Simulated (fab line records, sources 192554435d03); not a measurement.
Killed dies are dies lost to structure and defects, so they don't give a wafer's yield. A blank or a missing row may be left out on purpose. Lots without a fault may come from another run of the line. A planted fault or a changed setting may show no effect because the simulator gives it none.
A struck lot beside a sound one | flow n5_finfet | 44 steps out of a route of 1938
Sound: wafers L684.1, L684.2, L684.4. Struck: wafers L690.1, L690.3. The cause comes at the end.
At each step with rows: each side's tool, then ch and its chambers, then its first start. Under that, the readings that differ: sound wafers | struck wafers | difference of the means | sigmas: that difference in standard deviations of wafers without a fault.
alike: readings whose means differ by less than 2 such deviations, and words and numbers that are the same on both sides. not compared: withheld readings, readings that some wafer has no value for, bounds like >300 that may hide the same value, and numbers for which the record gives no deviation and whose values overlap.
The two part at a step that has a row with sigmas, a row that says differs or no value, or rows on one side only. Numbers that don't overlap but have no deviation are shown without sigmas and don't part them. A reading that every wafer of one side lacks parts them only if that side has two wafers or more.

N5_STI_FIN_REVEAL_THK_MEAS_05:
  sound on film_metro-01, day 2 09:11; struck on film_metro-01, day 3 23:08
  alike: thk_nm
N5_STI_FIN_REVEAL_DENSIFY_30:
  sound on rtp_anneal-01 ch 0, day 2 09:13; struck on rtp_anneal-01 ch 0, day 3 23:10
  alike: lamp_power_pct, lamp_zone_7_pct
  not compared: wafer_temp_C_max
then, 9 steps without rows for these wafers: N5_STI_FIN_REVEAL_ETCHBACK_08 (etches SiO2 in C4F6/O2, target depth 30.5 nm, time 10.167 s); N5_STI_FIN_REVEAL_STRIP_24 (strips in N2/H2, time 90 s); N5_STI_FIN_REVEAL_PRECLEAN_25 (cleans in SPM, time 90 s); N5_STI_FIN_REVEAL_PRECLEAN_26 (cleans in SC1, time 45 s); N5_STI_FIN_REVEAL_PRECLEAN_29 (cleans in DHF, time 30 s); N5_STI_FIN_REVEAL_SRD_12 (time 30 s); N5_STI_FIN_REVEAL_RECESS_09 (chemistry HF/NH3, target SiO2, afs cycles 11, target depth 42.5 nm, sublimation time 60 s); N5_STI_FIN_REVEAL_STRIP_16 (strips SiNx in H3PO4, target depth 23.8 nm); N5_STI_FIN_REVEAL_PRECLEAN_17 (cleans in NF3:NH3, afs cycles 1, time 20 s, sublimation time 60 s).
N5_STI_FIN_REVEAL_ETCH_34: etches Si in H2, material Si, target depth 0.97 nm.
  sound on rie_si-04 ch 0,1,3, day 2 11:47; struck on rie_si-04 ch 0,1, day 4 01:53
  alike: drypump_motor_current_A, h2_flow_sccm, oes_product_au, throttle_valve_pct
  not compared: rf_hours_counter_h
N5_STI_FIN_REVEAL_OXIDATION_31: chemistry O2 PLASMA REMOTE, time 20 s.
  sound on plasma_asher-01 ch 0,1, day 2 11:51; struck on plasma_asher-01 ch 0,1, day 4 01:58
  alike: drypump_motor_current_A, heater_power_w, o2_flow_sccm
  not compared: rf_hours_counter_h
then, 3 steps without rows for these wafers: N5_STI_FIN_REVEAL_PRECLEAN_32 (cleans in NF3:NH3, afs cycles 1, time 20 s, sublimation time 60 s); N5_STI_FIN_REVEAL_STRIP_35 (strips Si3N4 in H3PO4, target depth 4 nm, time 39 s); N5_STI_FIN_REVEAL_SRD_21 (time 30 s).
N5_STI_FIN_REVEAL_OXIDATION_33: chemistry O2 PLASMA REMOTE, time 20 s.
  sound on plasma_asher-02 ch 0,1, day 2 12:13; struck on plasma_asher-02 ch 0,1, day 4 02:30
  alike: drypump_motor_current_A, heater_power_w, o2_flow_sccm
  not compared: rf_hours_counter_h
then, 2 steps without rows for these wafers: N5_STI_FIN_REVEAL_CLEAN_19 (cleans in O3/DIW, time 120 s); N5_STI_FIN_REVEAL_SRD_23 (time 30 s).
N5_STI_FIN_REVEAL_CD_MEAS_22: target cd 6.238 nm, pitch 28 nm.
  sound on cd_sem-01, day 2 12:23; struck on cd_sem-02, day 4 02:40
  reading    | sound       | struck  | difference | sigmas
  cd_nm (nm) | 5.6 6.2 6.3 | 5.5 5.3 | -0.6       | -2
N5_STI_FIN_REVEAL_FIN_H_MEAS_10:
  sound on ocd-02, day 2 12:25; struck on ocd-01, day 4 02:43
  alike: trench_depth_nm
then, 2 steps without rows for these wafers: N5_STI_FIN_REVEAL_PRECLEAN_18 (cleans in SC2, time 45 s); N5_STI_FIN_REVEAL_SRD_28 (time 30 s).
N5_STI_FIN_REVEAL_INSPECT_13: inspects for defects (darkfield).
  sound on defect_inspect-01, day 2 12:31; struck on defect_inspect-01, day 4 02:47
  alike: raw_defect_count
then, 2 steps without rows for these wafers: N5_DUMMY_GATE_PRECLEAN_00 (cleans in O3/DIW, time 60 s); N5_DUMMY_GATE_SRD_01 (time 30 s).
N5_DUMMY_GATE_ALD_02: deposits SiO2, target thk 2 nm, pulse time 1 s.
  sound on ald_sin-03 ch 0,2,3, day 2 12:45; struck on ald_sin-03 ch 1,3, day 4 02:53
  alike: heater_power_outer_w, heater_power_w, precursor_pulse_height_rel
then, 3 steps without rows for these wafers: N5_DUMMY_GATE_CVD_03 (deposits a-Si from SiH4, target thk 150 nm, time 8042 s); N5_DUMMY_GATE_PRECLEAN_46 (cleans in DIW, time 89.5 s); N5_DUMMY_GATE_SRD_47 (dry time 32 s).
N5_DUMMY_GATE_CMP_04: polishes a-Si.
  sound on cmp-02 ch 0,1,3, day 2 16:35; struck on cmp-03 ch 1,2, day 4 06:44
  alike: motor_current_A, time_to_endpoint_s
N5_DUMMY_GATE_THK_MEAS_05:
  sound on film_metro-02, day 2 16:50; struck on film_metro-02, day 4 06:59
  alike: thk_nm
then, 10 steps without rows for these wafers: N5_DUMMY_GATE_HM_DEP_06 (deposits SiNx from DCS/NH3, target thk 80 nm, time 5141 s); N5_DUMMY_GATE_PECVD_30 (deposits SiO2 from TEOS/O2, target thk 55 nm, time 10.8 s); N5_DUMMY_GATE_COAT_34 (time 60 s, resist thk 60 nm); N5_DUMMY_GATE_COAT_35 (time 60 s, resist thk 10 nm); N5_DUMMY_GATE_COAT_28 (time 60 s, resist thk 10 nm); N5_DUMMY_GATE_COAT_09 (resist thk 30 nm); N5_DUMMY_GATE_EBR_11; N5_DUMMY_GATE_SOFTBAKE_10 (time 60 s); N5_DUMMY_GATE_EXPOSE_12 (exposes mask GATE, target cd 25 nm); N5_DUMMY_GATE_PEB_13 (peb time 60 s).
-- the record jumps here: 7 days lie between the struck wafers' starts before and after (it left off in module DUMMY_GATE and takes up again in module BEOL_M4, whose first step shown is number 1111 of the route) --
N5_BEOL_M4_RC_MEAS_101:
  sound on prober-02 ch 0, day 9 08:35; struck on prober-02 ch 0, day 11 07:46
  reading             | sound                    | struck            | difference | sigmas
  DIBL_N (mV/V)       | 36.0 38.6 35.7           | 32.7 29.2         | -5.8       | -2
  IOFF_N (nA/um)      | 0.15 0.24 0.16           | 0.09 0.06         | -0.11      | -2
  IOFF_N_LONG (nA/um) | 5.5e-05 5.6e-05 5.37e-05 | 4.63e-05 4.54e-05 | -9.05e-06  | -3
  IOFF_P (nA/um)      | 0.20 0.27 0.22           | 0.12 0.09         | -0.12      | -2
  ION_N (uA/um)       | 666 701 679              | 658 632           | -37        | -2
  ION_P (uA/um)       | 464 474 466              | 449 438           | -24        | -2
  VT_N (mV)           | 253 246 249              | 261 263           | +13        | +3
  VT_P (mV)           | -251 -248 -250           | -261 -267         | -14        | -3
  alike: DIBL_P, REXT_N, SS_N, SS_P
-- the record jumps here: 4 days lie between the struck wafers' starts before and after (it left off in module BEOL_M4 and takes up again in module PASSIVATION, whose first step shown is number 1936 of the route) --
N5_PASSIVATION_PROBE_49:
  sound on prober-02, day 14 01:53; struck on prober-01, day 15 15:13
  alike: defect_limited_yield, killed_at_M0_to_M3, killed_at_M4_up, killed_at_contacts, killed_at_front_end, killed_at_other, killed_dies, killed_open, killed_short, sort_bin_5_function, sort_bin_6_memory, sort_bin_8_speed, sort_n_pass, sort_yield_pct

WHERE THEY PART
First at N5_STI_FIN_REVEAL_CD_MEAS_22; last, within this record, at N5_BEOL_M4_RC_MEAS_101. Later steps at which nothing parts them and some readings are alike: N5_PASSIVATION_PROBE_49.

WHY: what the simulator had put in
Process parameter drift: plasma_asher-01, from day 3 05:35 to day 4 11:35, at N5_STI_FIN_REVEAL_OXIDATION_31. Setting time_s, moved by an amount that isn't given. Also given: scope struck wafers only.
